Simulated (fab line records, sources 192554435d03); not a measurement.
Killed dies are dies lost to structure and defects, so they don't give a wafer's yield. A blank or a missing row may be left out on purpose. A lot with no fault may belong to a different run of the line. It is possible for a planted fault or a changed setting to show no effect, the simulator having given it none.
Which tool did it? | flow n5Finfet | 24 lots, 72 wafers sampled, at 6 steps of a route of 1938

## WHAT THE GAUGES SHOWED, per wafer
N5_PMOS_HMC_CHANNEL_EPI_INSPECT_30: inspects for defects (darkfield).
lot  | measured    | on               | rawDefectCount
L074 | day 1 20:31 | defectInspect-01 | 27 13 20
L075 | day 2 02:20 | defectInspect-02 | 6 14 13
L076 | day 2 08:34 | defectInspect-02 | 17 18 19
L077 | day 2 14:44 | defectInspect-01 | 22 12 18
L078 | day 2 20:32 | defectInspect-02 | 12 28 12
L079 | day 3 02:55 | defectInspect-01 | 15 15 8
L080 | day 3 08:35 | defectInspect-02 | 22 9 15
L081 | day 3 14:02 | defectInspect-02 | 21 21 12
L082 | day 3 20:49 | defectInspect-02 | 15 40 21
L083 | day 4 01:55 | defectInspect-02 | 14 15 32
L084 | day 4 08:04 | defectInspect-01 | 27 28 34
L085 | day 4 13:58 | defectInspect-02 | 14 22 18
L086 | day 4 19:49 | defectInspect-01 | 11 20 14
L087 | day 5 01:58 | defectInspect-02 | 21 15 19
L088 | day 5 07:58 | defectInspect-01 | 21 21 14
L089 | day 5 14:15 | defectInspect-01 | 20 13 12
L090 | day 5 20:26 | defectInspect-02 | 26 24 17
L091 | day 6 02:04 | defectInspect-01 | 38 23 27
L092 | day 6 08:13 | defectInspect-01 | 20 11 16
L093 | day 6 14:56 | defectInspect-02 | 29 16 26
L094 | day 6 20:06 | defectInspect-02 | 37 16 32
L095 | day 7 02:07 | defectInspect-01 | 13 19 13
L096 | day 7 08:04 | defectInspect-01 | 13 18 12
L097 | day 7 14:21 | defectInspect-01 | 21 10 28

N5_FIN_CUT_CD_MEAS_08: the cd target is 29.1 nm.
lot  | measured    | on       | cdNm (nm)
L074 | day 2 03:01 | cdSem-03 | 29.27 29.19 29.08
L075 | day 2 08:28 | cdSem-01 | 29.07 29.02 29.13
L076 | day 2 14:31 | cdSem-03 | 29.19 28.98 28.92
L077 | day 2 20:46 | cdSem-02 | 29.27 29.27 29.18
L078 | day 3 02:32 | cdSem-03 | 28.91 29.06 29.12
L079 | day 3 09:59 | cdSem-03 | 28.80 28.74 28.83
L080 | day 3 14:42 | cdSem-03 | 28.93 29.08 29.11
L081 | day 3 21:34 | cdSem-01 | 29.12 29.12 29.28
L082 | day 4 02:52 | cdSem-02 | 28.74 29.09 29.39
L083 | day 4 08:17 | cdSem-03 | 28.88 28.86 28.93
L084 | day 4 15:44 | cdSem-01 | 28.95 28.85 29.41
L085 | day 4 20:36 | cdSem-02 | 28.66 29.04 29.32
L086 | day 5 05:14 | cdSem-02 | 29.55 29.13 29.20
L087 | day 5 12:46 | cdSem-03 | 28.52 29.20 29.17
L088 | day 5 14:17 | cdSem-01 | 29.46 28.67 29.11
L089 | day 5 21:28 | cdSem-03 | 28.89 29.19 28.95
L090 | day 6 03:41 | cdSem-03 | 29.29 29.23 29.19
L091 | day 6 08:26 | cdSem-01 | 28.84 28.81 29.44
L092 | day 6 14:05 | cdSem-03 | 29.02 29.03 29.21
L093 | day 6 21:25 | cdSem-01 | 29.29 29.23 29.37
L094 | day 7 02:10 | cdSem-01 | 28.88 29.02 29.27
L095 | day 7 08:29 | cdSem-01 | 29.09 28.95 29.24
L096 | day 7 14:08 | cdSem-03 | 29.28 29.52 29.10
L097 | day 7 21:17 | cdSem-01 | 28.85 29.17 29.11

N5_STI_FIN_REVEAL_THK_MEAS_05.
lot  | measured    | on           | thkNm (nm)
L074 | day 2 10:03 | filmMetro-02 | 134.6 132.8 136.0
L075 | day 2 14:56 | filmMetro-02 | 131.6 130.2 131.7
L076 | day 2 22:15 | filmMetro-02 | 130.6 131.0 130.6
L077 | day 3 03:14 | filmMetro-01 | 132.6 133.2 132.1
L078 | day 3 09:31 | filmMetro-01 | 132.1 131.2 132.2
L079 | day 3 16:52 | filmMetro-01 | 129.1 131.7 130.2
L080 | day 3 21:56 | filmMetro-02 | 132.3 133.5 134.3
L081 | day 4 04:16 | filmMetro-02 | 131.6 131.7 133.1
L082 | day 4 09:20 | filmMetro-01 | 131.1 133.0 131.6
L083 | day 4 15:13 | filmMetro-01 | 131.3 132.2 132.0
L084 | day 4 22:58 | filmMetro-01 | 131.0 131.7 131.7
L085 | day 5 03:37 | filmMetro-02 | 130.2 130.5 130.9
L086 | day 5 11:55 | filmMetro-01 | 130.4 130.8 129.7
L087 | day 5 20:22 | filmMetro-01 | 130.9 132.3 132.9
L088 | day 5 21:01 | filmMetro-02 | 132.8 130.9 130.4
L089 | day 6 04:44 | filmMetro-02 | 133.2 132.9 132.5
L090 | day 6 10:08 | filmMetro-02 | 129.1 131.0 131.7
L091 | day 6 14:58 | filmMetro-01 | 131.5 130.2 130.4
L092 | day 6 20:37 | filmMetro-01 | 132.4 131.1 130.8
L093 | day 7 04:31 | filmMetro-01 | 130.3 132.2 131.7
L094 | day 7 08:40 | filmMetro-01 | 130.8 131.7 131.7
L095 | day 7 14:56 | filmMetro-02 | 131.0 131.3 129.9
L096 | day 7 20:55 | filmMetro-01 | 133.8 131.2 134.7
L097 | day 8 04:04 | filmMetro-01 | 132.7 131.2 130.6

## EACH LOT AND THE TOOL THAT RAN IT (in order: tool; ch and the chambers of the sampled wafers; start)
lot  | N5_FIN_SAQP_PECVD_47           | N5_FIN_SAQP_MANDREL_ETCH_58    | N5_FIN_CUT_CUT_ETCH_28
L074 | pecvd-04 ch 0,1, day 1 21:29   | rieSi-05 ch 1,3, day 2 00:38   | rieSi-03 ch 1,2, day 2 03:58
L075 | pecvd-04 ch 0,2, day 2 03:01   | rieSi-04 ch 0,1,3, day 2 06:02 | rieSi-02 ch 0,1,3, day 2 09:16
L076 | pecvd-01 ch 0,1, day 2 09:14   | rieSi-05 ch 0,1,3, day 2 12:11 | rieSi-03 ch 1,2,3, day 2 15:20
L077 | pecvd-01 ch 0,2, day 2 15:29   | rieSi-06 ch 0,1,3, day 2 18:30 | rieSi-02 ch 0,2,3, day 2 21:35
L078 | pecvd-01 ch 0,1, day 2 21:13   | rieSi-06 ch 0,1,3, day 3 00:10 | rieSi-01 ch 0,1,2, day 3 03:21
L079 | pecvd-04 ch 0,1,2, day 3 03:37 | rieSi-06 ch 0,1,2, day 3 07:44 | rieSi-03 ch 1,2, day 3 11:08
L080 | pecvd-04 ch 1,2, day 3 09:15   | rieSi-06 ch 1,3, day 3 12:08   | rieSi-01 ch 1,3, day 3 15:31
L081 | pecvd-01 ch 0,1,2, day 3 15:30 | rieSi-06 ch 0,3, day 3 18:27   | rieSi-02 ch 1,3, day 3 22:34
L082 | pecvd-04 ch 0,2, day 3 21:29   | rieSi-06 ch 1,3, day 4 00:29   | rieSi-01 ch 0,2,3, day 4 03:40
L083 | pecvd-04 ch 0,2, day 4 02:35   | rieSi-04 ch 1,3, day 4 05:56   | rieSi-03 ch 1,2, day 4 09:05
L084 | pecvd-04 ch 0,1,2, day 4 08:43 | rieSi-04 ch 0,2,3, day 4 13:06 | rieSi-03 ch 1,3, day 4 17:19
L085 | pecvd-02 ch 0,1,2, day 4 14:47 | rieSi-05 ch 0,1,2, day 4 18:21 | rieSi-01 ch 0,1,2, day 4 21:25
L086 | pecvd-02 ch 0,1,2, day 4 20:29 | rieSi-05 ch 0,2,3, day 5 00:19 | rieSi-03 ch 1,2,3, day 5 06:02
L087 | pecvd-02 ch 0,2, day 5 06:17   | rieSi-05 ch 0,1,3, day 5 10:10 | rieSi-02 ch 1,2, day 5 13:41
L088 | pecvd-01 ch 0,1,2, day 5 08:37 | rieSi-05 ch 0,2, day 5 11:44   | rieSi-01 ch 0,2,3, day 5 15:05
L089 | pecvd-01 ch 1,2, day 5 14:56   | rieSi-05 ch 1,2, day 5 18:36   | rieSi-02 ch 0,2, day 5 22:47
L090 | pecvd-02 ch 0,2, day 5 21:53   | rieSi-05 ch 0,1,2, day 6 01:15 | rieSi-01 ch 1,2,3, day 6 04:29
L091 | pecvd-04 ch 0,2, day 6 02:56   | rieSi-06 ch 0,1,2, day 6 06:04 | rieSi-01 ch 0,2,3, day 6 09:14
L092 | pecvd-04 ch 0,1,2, day 6 08:54 | rieSi-05 ch 1,3, day 6 11:44   | rieSi-01 ch 0,2,3, day 6 14:54
L093 | pecvd-01 ch 0,1,2, day 6 15:39 | rieSi-04 ch 1,2, day 6 18:52   | rieSi-01 ch 1,2,3, day 6 22:38
L094 | pecvd-02 ch 0,2, day 6 20:46   | rieSi-04 ch 1,2,3, day 6 23:38 | rieSi-03 ch 0,2,3, day 7 02:58
L095 | pecvd-01 ch 0,1,2, day 7 02:55 | rieSi-04 ch 0,2,3, day 7 06:00 | rieSi-03 ch 2,3, day 7 09:17
L096 | pecvd-04 ch 0,1,2, day 7 08:44 | rieSi-04 ch 0,2,3, day 7 11:44 | rieSi-03 ch 0,2,3, day 7 15:08
L097 | pecvd-04 ch 1,2, day 7 15:50   | rieSi-04 ch 0,1,2, day 7 18:46 | rieSi-02 ch 0,2, day 7 22:13
- N5_FIN_SAQP_PECVD_47: deposits a-Si from SiH4/He, target thk 45 nm, time 36.3 s.
- N5_FIN_SAQP_MANDREL_ETCH_58: etches a-Si in HBr/Cl2, stops on SiNx, target depth 45 nm, bt time 10 s, time 27 s.
- N5_FIN_CUT_CUT_ETCH_28: etches Si in HBr/Cl2/O2, target depth 6 nm, time 2.4 s.

## AS READ BY THE TOOLS THEMSELVES (means over the sampled wafers that have a number; for cases with no such wafer, the mark the record gives instead)
N5_FIN_SAQP_PECVD_47.
lot  | tool     | heaterPowerW (W) | rfFwdPowerW (W) | showerheadPlenumPTorr (Torr) | throttleValvePct (%)
L074 | pecvd-04 | 747              | 99.4            | 5.70                         | 18.2
L075 | pecvd-04 | 742              | 99.3            | 5.59                         | 18.3
L076 | pecvd-01 | 847              | 98.5            | 5.65                         | 18.3
L077 | pecvd-01 | 856              | 99.1            | 5.66                         | 18.8
L078 | pecvd-01 | 905              | 98.4            | 5.65                         | 18.2
L079 | pecvd-04 | 782              | 99.4            | 5.65                         | 18.4
L080 | pecvd-04 | 764              | 99.2            | 5.65                         | 18.4
L081 | pecvd-01 | 829              | 98.8            | 5.65                         | 18.1
L082 | pecvd-04 | 794              | 99.3            | 5.60                         | 18.4
L083 | pecvd-04 | 705              | 99.2            | 5.60                         | 18.5
L084 | pecvd-04 | 754              | 99.3            | 5.66                         | 18.2
L085 | pecvd-02 | 855              | 99.2            | 5.70                         | 18.4
L086 | pecvd-02 | 845              | 99.4            | 5.70                         | 18.3
L087 | pecvd-02 | 828              | 99.1            | 5.74                         | 18.0
L088 | pecvd-01 | 827              | 99.3            | 5.65                         | 18.3
L089 | pecvd-01 | 872              | 98.9            | 5.67                         | 17.8
L090 | pecvd-02 | 845              | 99.3            | 5.74                         | 18.1
L091 | pecvd-04 | 762              | 99.2            | 5.60                         | 18.6
L092 | pecvd-04 | 754              | 98.8            | 5.65                         | 18.4
L093 | pecvd-01 | 851              | 98.9            | 5.66                         | 18.5
L094 | pecvd-02 | 907              | 98.9            | 5.74                         | 18.1
L095 | pecvd-01 | 864              | 98.8            | 5.66                         | 18.3
L096 | pecvd-04 | 758              | 99.5            | 5.64                         | 18.5
L097 | pecvd-04 | 771              | 98.9            | 5.66                         | 18.6

N5_FIN_SAQP_MANDREL_ETCH_58.
lot  | tool     | drypumpMotorCurrentA (A) | oesProductAu (a.u.) | rfFwdPowerW (W) | throttleValvePct (%)
L074 | rieSi-05 | 6.1                      | 0.686               | 795             | 35.37
L075 | rieSi-04 | 5.7                      | 0.689               | 796             | 35.61
L076 | rieSi-05 | 6.2                      | 0.679               | 790             | 35.34
L077 | rieSi-06 | 5.2                      | 0.690               | 793             | 35.47
L078 | rieSi-06 | 5.2                      | 0.695               | 797             | 35.48
L079 | rieSi-06 | 5.1                      | 0.692               | 797             | 35.46
L080 | rieSi-06 | 5.2                      | 0.697               | 801             | 35.48
L081 | rieSi-06 | 5.3                      | 0.690               | 795             | 35.68
L082 | rieSi-06 | 5.2                      | 0.694               | 799             | 35.48
L083 | rieSi-04 | 5.5                      | 0.689               | 795             | 35.39
L084 | rieSi-04 | 5.8                      | 0.696               | 794             | 35.53
L085 | rieSi-05 | 6.2                      | 0.674               | 792             | 35.32
L086 | rieSi-05 | 6.0                      | 0.684               | 794             | 35.50
L087 | rieSi-05 | 6.2                      | 0.682               | 789             | 35.32
L088 | rieSi-05 | 5.9                      | 0.683               | 796             | 35.50
L089 | rieSi-05 | 5.9                      | 0.671               | 796             | 35.35
L090 | rieSi-05 | 6.1                      | 0.685               | 794             | 35.31
L091 | rieSi-06 | 5.1                      | 0.696               | 794             | 35.24
L092 | rieSi-05 | 6.1                      | 0.687               | 791             | 35.38
L093 | rieSi-04 | 5.7                      | 0.679               | 796             | 35.36
L094 | rieSi-04 | 5.6                      | 0.680               | 794             | 35.37
L095 | rieSi-04 | 5.8                      | 0.688               | 793             | 35.54
L096 | rieSi-04 | 5.8                      | 0.692               | 792             | 35.53
L097 | rieSi-04 | 5.8                      | 0.683               | 796             | 35.57

N5_FIN_CUT_CUT_ETCH_28.
lot  | tool     | drypumpMotorCurrentA (A) | oesProductAu (a.u.) | throttleValvePct (%)
L074 | rieSi-03 | 5.3                      | 0.997               | 36.73
L075 | rieSi-02 | 5.6                      | 1.005               | 36.77
L076 | rieSi-03 | 5.5                      | 1.002               | 36.85
L077 | rieSi-02 | 5.8                      | 1.013               | 36.82
L078 | rieSi-01 | 6.0                      | 1.003               | 37.07
L079 | rieSi-03 | 5.3                      | 1.007               | 36.72
L080 | rieSi-01 | 6.6                      | 1.017               | 37.22
L081 | rieSi-02 | 5.8                      | 1.001               | 36.91
L082 | rieSi-01 | 6.0                      | 1.013               | 37.20
L083 | rieSi-03 | 5.3                      | 1.005               | 36.73
L084 | rieSi-03 | 5.9                      | 1.016               | 36.86
L085 | rieSi-01 | 6.0                      | 1.006               | 37.07
L086 | rieSi-03 | 5.5                      | 1.010               | 36.86
L087 | rieSi-02 | 5.6                      | 1.000               | 37.12
L088 | rieSi-01 | 6.0                      | 1.010               | 37.20
L089 | rieSi-02 | 5.5                      | 1.013               | 36.68
L090 | rieSi-01 | 6.4                      | 1.011               | 37.22
L091 | rieSi-01 | 6.0                      | 1.006               | 37.20
L092 | rieSi-01 | 6.0                      | 1.008               | 37.20
L093 | rieSi-01 | 6.4                      | 1.009               | 37.22
L094 | rieSi-03 | 5.6                      | 1.013               | 37.09
L095 | rieSi-03 | 5.4                      | 1.016               | 37.01
L096 | rieSi-03 | 5.7                      | 1.018               | 37.09
L097 | rieSi-02 | 5.6                      | 1.012               | 36.92

## THE ANSWER, worked out from the rows above alone
Rule: what is usual is taken from the lots themselves. Put in order of their means at a reading, lots are off if they are a third of the lots or fewer, leave a main group of 4 or more, and stand apart from it by a gap of 3 or more times the standard deviation of the main group's means; of several such gaps the widest counts. A main group whose means are all the same, to the digits that the tables above print for the reading, isn't used. Also off: a lot with no number at a reading for which 4 or more lots have one. All remaining lots with rows at the step are treated as sound. The gauges are gone through in route order, then the tools' own readings, and for those a lot's mean is taken as printed above. At the first step where some lot is off, the reading lying furthest off is the one used; lots without a number count as furthest.
Across all readings shown, no lot is off: no conclusion can be drawn from this.

## WHAT THE SIMULATOR PUT IN
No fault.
